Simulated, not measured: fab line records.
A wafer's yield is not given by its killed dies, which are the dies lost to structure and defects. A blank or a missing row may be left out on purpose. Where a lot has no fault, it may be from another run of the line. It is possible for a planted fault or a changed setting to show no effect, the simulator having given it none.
Chamber matching || flow n5-finfet || pecvd-01 running N5_MIM_TOP_ETCH_PECVD_03: 3 sister chambers
The step deposits SiNx from SiH4/NH3/N2, target thk 20 nm, time 17.6 s. 5 wafers are shown with their chamber, then 6 later ones without.

## WAFERS, EACH WITH ITS CHAMBER
{"wafer": "L881.6", "chamber": 2, "showerhead-plenum-p-Torr (Torr)": 5.20, "throttle-valve-pct (%)": 36.8}
{"wafer": "L883.6", "chamber": 1, "showerhead-plenum-p-Torr (Torr)": 5.16, "throttle-valve-pct (%)": 40.2}
{"wafer": "L887.5", "chamber": 1, "showerhead-plenum-p-Torr (Torr)": 5.15, "throttle-valve-pct (%)": 40.6}
{"wafer": "L889.1", "chamber": 0, "showerhead-plenum-p-Torr (Torr)": 5.03, "throttle-valve-pct (%)": 38.4}
{"wafer": "L889.6", "chamber": 0, "showerhead-plenum-p-Torr (Torr)": 5.03, "throttle-valve-pct (%)": 38.6}

## WAFERS WITHOUT THEIR CHAMBER
{"wafer": "L895.1", "showerhead-plenum-p-Torr (Torr)": 5.15, "throttle-valve-pct (%)": 40.6}
{"wafer": "L895.4", "showerhead-plenum-p-Torr (Torr)": 5.03, "throttle-valve-pct (%)": 38.6}
{"wafer": "L895.5", "showerhead-plenum-p-Torr (Torr)": 5.19, "throttle-valve-pct (%)": 37.1}
{"wafer": "L896.1", "showerhead-plenum-p-Torr (Torr)": 5.19, "throttle-valve-pct (%)": 37.2}
{"wafer": "L896.4", "showerhead-plenum-p-Torr (Torr)": 5.21, "throttle-valve-pct (%)": 37.1}
{"wafer": "L896.6", "showerhead-plenum-p-Torr (Torr)": 5.03, "throttle-valve-pct (%)": 38.6}

## THE CHAMBER EACH PASSED THROUGH
{"wafer": "L895.1", "from the rows above": 1, "in truth": 1}
{"wafer": "L895.4", "from the rows above": 0, "in truth": 0}
{"wafer": "L895.5", "from the rows above": 2, "in truth": 2}
{"wafer": "L896.1", "from the rows above": 2, "in truth": 2}
{"wafer": "L896.4", "from the rows above": 2, "in truth": 2}
{"wafer": "L896.6", "from the rows above": 0, "in truth": 0}
Placed correctly: 6 of 6. Number that these rows cannot place: 0. Number placed wrongly: 0.
How it was worked out, from the rows above alone: a wafer's distance from a chamber is the root of the sum, over the readings, of the square of ((its reading less the chamber's mean) divided by the reading's scatter). If the next closest chamber is less than 2 further off than the closest, the wafer can't be placed; otherwise it belongs to the closest. For every chamber, the mean is computed from those of its wafers that are shown. How the scatter is found: for the shown wafers, subtract from each reading the mean of its chamber, square and add these, divide the total by (wafers less chambers), then take the root.
